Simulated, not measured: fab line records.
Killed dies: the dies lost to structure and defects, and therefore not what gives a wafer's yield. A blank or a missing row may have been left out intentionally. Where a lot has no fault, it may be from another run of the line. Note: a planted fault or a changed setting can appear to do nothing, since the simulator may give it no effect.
Matching of chambers || flow nand harc || rie diel-03 running NHARC_A_CONTACT_ETCH_102: 4 sister chambers
The step etches the open film in CF4/O2, target depth 70 nm, overetch 7 nm, time 38.5 s. 22 wafers are shown with their chamber, then 11 later ones without.

== WAFERS WITH THEIR CHAMBER ==
{"wafer": "L074.4", "chamber": 0, "showerhead plenum p Torr (Torr)": 1.26, "drypump motor current A (A)": 5.4, "rf vpp V (V)": 195.7}
{"wafer": "L074.5", "chamber": 2, "showerhead plenum p Torr (Torr)": 1.38, "drypump motor current A (A)": 5.4, "rf vpp V (V)": 199.8}
{"wafer": "L074.6", "chamber": 3, "showerhead plenum p Torr (Torr)": 1.38, "drypump motor current A (A)": 6.3, "rf vpp V (V)": 198.2}
{"wafer": "L078.2", "chamber": 1, "showerhead plenum p Torr (Torr)": 1.42, "drypump motor current A (A)": 5.6, "rf vpp V (V)": 199.0}
{"wafer": "L078.5", "chamber": 0, "showerhead plenum p Torr (Torr)": 1.26, "drypump motor current A (A)": 5.4, "rf vpp V (V)": 195.5}
{"wafer": "L078.6", "chamber": 1, "showerhead plenum p Torr (Torr)": 1.42, "drypump motor current A (A)": 5.5, "rf vpp V (V)": 199.5}
{"wafer": "L075.3", "chamber": 2, "showerhead plenum p Torr (Torr)": 1.38, "drypump motor current A (A)": 5.4, "rf vpp V (V)": 198.7}
{"wafer": "L075.5", "chamber": 3, "showerhead plenum p Torr (Torr)": 1.38, "drypump motor current A (A)": 6.3, "rf vpp V (V)": 197.9}
{"wafer": "L075.6", "chamber": 0, "showerhead plenum p Torr (Torr)": 1.26, "drypump motor current A (A)": 5.4, "rf vpp V (V)": 196.0}
{"wafer": "L084.1", "chamber": 1, "showerhead plenum p Torr (Torr)": 1.42, "drypump motor current A (A)": 5.6, "rf vpp V (V)": 199.7}
{"wafer": "L084.4", "chamber": 0, "showerhead plenum p Torr (Torr)": 1.26, "drypump motor current A (A)": 5.4, "rf vpp V (V)": 196.5}
{"wafer": "L084.5", "chamber": 2, "showerhead plenum p Torr (Torr)": 1.38, "drypump motor current A (A)": 5.4, "rf vpp V (V)": 198.9}
{"wafer": "L083.2", "chamber": 3, "showerhead plenum p Torr (Torr)": 1.38, "drypump motor current A (A)": 6.3, "rf vpp V (V)": 197.1}
{"wafer": "L083.4", "chamber": 2, "showerhead plenum p Torr (Torr)": 1.38, "drypump motor current A (A)": 5.4, "rf vpp V (V)": 199.0}
{"wafer": "L083.5", "chamber": 1, "showerhead plenum p Torr (Torr)": 1.42, "drypump motor current A (A)": 5.5, "rf vpp V (V)": 199.4}
{"wafer": "L088.4", "chamber": 2, "showerhead plenum p Torr (Torr)": 1.38, "drypump motor current A (A)": 5.4, "rf vpp V (V)": 198.2}
{"wafer": "L088.5", "chamber": 1, "showerhead plenum p Torr (Torr)": 1.42, "drypump motor current A (A)": 5.5, "rf vpp V (V)": 198.9}
{"wafer": "L088.6", "chamber": 2, "showerhead plenum p Torr (Torr)": 1.38, "drypump motor current A (A)": 5.4, "rf vpp V (V)": 199.8}
{"wafer": "L086.1", "chamber": 0, "showerhead plenum p Torr (Torr)": 1.25, "drypump motor current A (A)": 5.4, "rf vpp V (V)": 195.7}
{"wafer": "L086.2", "chamber": 2, "showerhead plenum p Torr (Torr)": 1.38, "drypump motor current A (A)": 5.4, "rf vpp V (V)": 200.3}
{"wafer": "L086.3", "chamber": 3, "showerhead plenum p Torr (Torr)": 1.38, "drypump motor current A (A)": 6.4, "rf vpp V (V)": 199.0}
{"wafer": "L085.4", "chamber": 0, "showerhead plenum p Torr (Torr)": 1.25, "drypump motor current A (A)": 5.4, "rf vpp V (V)": 195.4}

SIGNATURES (averages over the wafers above)
{"reading": "showerhead plenum p Torr", "chamber 0": 1.2567, "chamber 1": 1.4200, "chamber 2": 1.3800, "chamber 3": 1.3800, "scatter within a chamber": 0.00272}
{"reading": "drypump motor current A", "chamber 0": 5.400, "chamber 1": 5.540, "chamber 2": 5.400, "chamber 3": 6.325, "scatter within a chamber": 0.0329}
{"reading": "rf vpp V", "chamber 0": 195.800, "chamber 1": 199.300, "chamber 2": 199.243, "chamber 3": 198.050, "scatter within a chamber": 0.597}
Rule: a wafer's distance from a chamber is the root of the sum, over the readings, of the square of ((its reading less the chamber's mean) divided by the reading's scatter). If the next closest chamber is less than 2 further off than the closest, the wafer can't be placed; otherwise it belongs to the closest. The scatter: take each reading less its chamber's mean, square it, sum over the shown wafers, divide by the number of wafers less the number of chambers, and take the root.

== WAFERS WITHOUT THEIR CHAMBER ==
{"wafer": "L085.5", "showerhead plenum p Torr (Torr)": 1.42, "drypump motor current A (A)": 5.6, "rf vpp V (V)": 199.7}
{"wafer": "L085.6", "showerhead plenum p Torr (Torr)": 1.25, "drypump motor current A (A)": 5.4, "rf vpp V (V)": 196.2}
{"wafer": "L093.1", "showerhead plenum p Torr (Torr)": 1.38, "drypump motor current A (A)": 6.3, "rf vpp V (V)": 199.5}
{"wafer": "L093.2", "showerhead plenum p Torr (Torr)": 1.38, "drypump motor current A (A)": 5.4, "rf vpp V (V)": 199.9}
{"wafer": "L093.3", "showerhead plenum p Torr (Torr)": 1.42, "drypump motor current A (A)": 5.5, "rf vpp V (V)": 198.3}
{"wafer": "L091.2", "showerhead plenum p Torr (Torr)": 1.38, "drypump motor current A (A)": 6.3, "rf vpp V (V)": 198.6}
{"wafer": "L091.4", "showerhead plenum p Torr (Torr)": 1.25, "drypump motor current A (A)": 5.4, "rf vpp V (V)": 196.1}
{"wafer": "L091.6", "showerhead plenum p Torr (Torr)": 1.38, "drypump motor current A (A)": 5.4, "rf vpp V (V)": 199.6}
{"wafer": "L096.2", "showerhead plenum p Torr (Torr)": 1.37, "drypump motor current A (A)": 6.3, "rf vpp V (V)": 198.0}
{"wafer": "L096.3", "showerhead plenum p Torr (Torr)": 1.38, "drypump motor current A (A)": 5.4, "rf vpp V (V)": 200.8}
{"wafer": "L096.5", "showerhead plenum p Torr (Torr)": 1.25, "drypump motor current A (A)": 5.4, "rf vpp V (V)": 196.4}

== CHAMBER TAKEN BY EACH ==
{"wafer": "L085.5", "from the rows above": 1, "in truth": 1}
{"wafer": "L085.6", "from the rows above": 0, "in truth": 0}
{"wafer": "L093.1", "from the rows above": 3, "in truth": 3}
{"wafer": "L093.2", "from the rows above": 2, "in truth": 2}
{"wafer": "L093.3", "from the rows above": 1, "in truth": 1}
{"wafer": "L091.2", "from the rows above": 3, "in truth": 3}
{"wafer": "L091.4", "from the rows above": 0, "in truth": 0}
{"wafer": "L091.6", "from the rows above": 2, "in truth": 2}
{"wafer": "L096.2", "from the rows above": 3, "in truth": 3}
{"wafer": "L096.3", "from the rows above": 2, "in truth": 2}
{"wafer": "L096.5", "from the rows above": 0, "in truth": 0}
Correctly placed: 11 of 11. Left unplaced by these rows: 0. Wrongly placed: 0.
